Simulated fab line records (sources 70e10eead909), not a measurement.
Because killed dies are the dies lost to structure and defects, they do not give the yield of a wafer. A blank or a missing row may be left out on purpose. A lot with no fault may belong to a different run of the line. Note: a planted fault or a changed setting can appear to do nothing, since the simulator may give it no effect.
Chamber matching | flow nand harc | 4 sister chambers for NHARC_A_CONTACT_ETCH_91 on rie diel-11
The step etches the open film in CH3F/O2, target depth 40 nm, time 85.7 s. 24 wafers are shown with their chamber, then 12 later ones without.

== EACH WAFER AND ITS CHAMBER ==
wafer  | chamber | showerhead plenum p Torr (Torr) | drypump motor current A (A) | rf vpp V (V)
L075.3 | 3       | 2.49                            | 5.8                         | 245.8
L075.4 | 1       | 2.60                            | 5.6                         | 246.5
L075.5 | 1       | 2.60                            | 5.6                         | 245.4
L076.2 | 2       | 2.32                            | 5.8                         | 241.2
L076.5 | 3       | 2.49                            | 5.8                         | 244.3
L076.6 | 0       | 2.59                            | 5.6                         | 246.4
L074.2 | 1       | 2.60                            | 5.6                         | 246.4
L074.3 | 3       | 2.49                            | 5.8                         | 244.3
L074.6 | 1       | 2.60                            | 5.6                         | 246.5
L080.1 | 1       | 2.60                            | 5.6                         | 245.4
L080.5 | 2       | 2.32                            | 5.7                         | 243.5
L080.6 | 3       | 2.48                            | 5.8                         | 244.6
L081.1 | 3       | 2.48                            | 5.8                         | 244.0
L081.2 | 2       | 2.32                            | 5.8                         | 243.1
L081.6 | 1       | 2.60                            | 5.6                         | 244.7
L083.2 | 0       | 2.58                            | 5.6                         | 247.1
L083.3 | 3       | 2.48                            | 5.8                         | 245.8
L083.4 | 1       | 2.60                            | 5.6                         | 247.0
L087.2 | 1       | 2.60                            | 5.6                         | 247.6
L087.3 | 3       | 2.48                            | 5.8                         | 244.6
L087.5 | 2       | 2.32                            | 5.8                         | 241.6
L093.2 | 1       | 2.60                            | 5.6                         | 245.7
L093.3 | 3       | 2.48                            | 5.8                         | 244.3
L093.6 | 0       | 2.58                            | 5.6                         | 246.1

SIGNATURES, as means of the wafers listed above
reading                  | chamber 0 | chamber 1 | chamber 2 | chamber 3 | scatter within a chamber
showerhead plenum p Torr | 2.5833    | 2.6000    | 2.3200    | 2.4838    | 0.00356
drypump motor current A  | 5.600     | 5.600     | 5.775     | 5.800     | 0.0194
rf vpp V                 | 246.533   | 246.133   | 242.350   | 244.713   | 0.845
Rule: distance of a wafer from a chamber = root of the sum over the readings of ((wafer's reading minus chamber's mean) / reading's scatter) squared. If the next closest chamber is less than 2 further off than the closest, the wafer can't be placed; otherwise it belongs to the closest. The scatter: the root of (the sum of the squares of (reading less its chamber's mean) over the shown wafers, divided by (wafers less chambers)).

== WAFERS MISSING THEIR CHAMBER ==
wafer  | showerhead plenum p Torr (Torr) | drypump motor current A (A) | rf vpp V (V)
L094.1 | 2.58                            | 5.6                         | 246.2
L094.3 | 2.31                            | 5.8                         | 242.5
L094.5 | 2.58                            | 5.6                         | 246.1
L096.1 | 2.58                            | 5.6                         | 245.7
L096.2 | 2.60                            | 5.6                         | 245.8
L096.3 | 2.31                            | 5.8                         | 242.6
L095.3 | 2.60                            | 5.6                         | 246.5
L095.5 | 2.60                            | 5.5                         | 245.2
L095.6 | 2.58                            | 5.6                         | 245.1
L097.2 | 2.58                            | 5.6                         | 245.9
L097.3 | 2.59                            | 5.6                         | 247.0
L097.5 | 2.59                            | 5.6                         | 246.7

== WHICH CHAMBER EACH WENT THROUGH ==
wafer  | from the rows above     | in truth
L094.1 | 0                       | 0
L094.3 | 2                       | 2
L094.5 | 0                       | 0
L096.1 | 0                       | 0
L096.2 | 1                       | 1
L096.3 | 2                       | 2
L095.3 | 1                       | 1
L095.5 | can't be placed: 1 or 0 | 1
L095.6 | 0                       | 0
L097.2 | 0                       | 0
L097.3 | can't be placed: 0 or 1 | 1
L097.5 | can't be placed: 0 or 1 | 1
Placed correctly: 9 of 12. These rows do not allow placing 3 (true chamber among the candidates in 3). 0 placed wrongly.
